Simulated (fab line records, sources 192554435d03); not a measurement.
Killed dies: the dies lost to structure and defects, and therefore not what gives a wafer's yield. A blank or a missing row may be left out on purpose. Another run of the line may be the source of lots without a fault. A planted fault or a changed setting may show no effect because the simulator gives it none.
Chamber matching + flow n5 finfet + N5_BEOL_M6_CURE_74 on uv cure-02: 3 sister chambers
The step cures SiCOH lowk, time 240 s. 6 wafers are shown with their chamber, then 7 later ones without.

EACH WAFER AND ITS CHAMBER
| wafer  | chamber | wafer_temp_C_max | lamp power pct (%) |
|--------|---------|------------------|--------------------|
| L078.3 | 1       | 386.6            | 52.23              |
| L078.6 | 1       | 386.4            | 52.37              |
| L080.4 | 0       | 385.9            | 52.27              |
| L080.5 | 0       | 386.5            | 52.32              |
| L083.4 | 2       | 386.7            | 52.33              |
| L083.5 | 2       | 386.3            | 52.30              |

WAFERS MISSING THEIR CHAMBER
| wafer  | wafer_temp_C_max | lamp power pct (%) |
|--------|------------------|--------------------|
| L083.6 | 386.4            | 52.27              |
| L089.1 | 386.0            | 52.35              |
| L089.4 | 386.0            | 52.34              |
| L089.6 | 385.8            | 52.42              |
| L092.2 | 386.7            | 52.23              |
| L092.4 | 386.8            | 52.35              |
| L092.6 | 387.1            | 52.35              |

WHICH CHAMBER EACH WENT THROUGH
| wafer  | from the rows above          | in truth |
|--------|------------------------------|----------|
| L083.6 | can't be placed: 1 or 0 or 2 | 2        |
| L089.1 | can't be placed: 0 or 2 or 1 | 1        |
| L089.4 | can't be placed: 0 or 2 or 1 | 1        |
| L089.6 | can't be placed: 0 or 2 or 1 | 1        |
| L092.2 | can't be placed: 1 or 2 or 0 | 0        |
| L092.4 | can't be placed: 2 or 1 or 0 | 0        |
| L092.6 | can't be placed: 2 or 1 or 0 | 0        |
Placed correctly: 0 of 7. From these rows, 7 cannot be placed; in 7 the true chamber is one of the candidates. 0 placed wrongly.
How it was worked out, from the rows above alone: a wafer's distance from a chamber is the root of the sum, over the readings, of the square of ((its reading less the chamber's mean) divided by the reading's scatter). The wafer belongs to the nearest chamber; if the next one is less than 2 further off, it can't be placed. A chamber's mean is the mean of its shown wafers. The scatter is the square root of a quotient: the sum, over the shown wafers, of each reading's squared deviation from its chamber's mean, divided by wafers minus chambers.
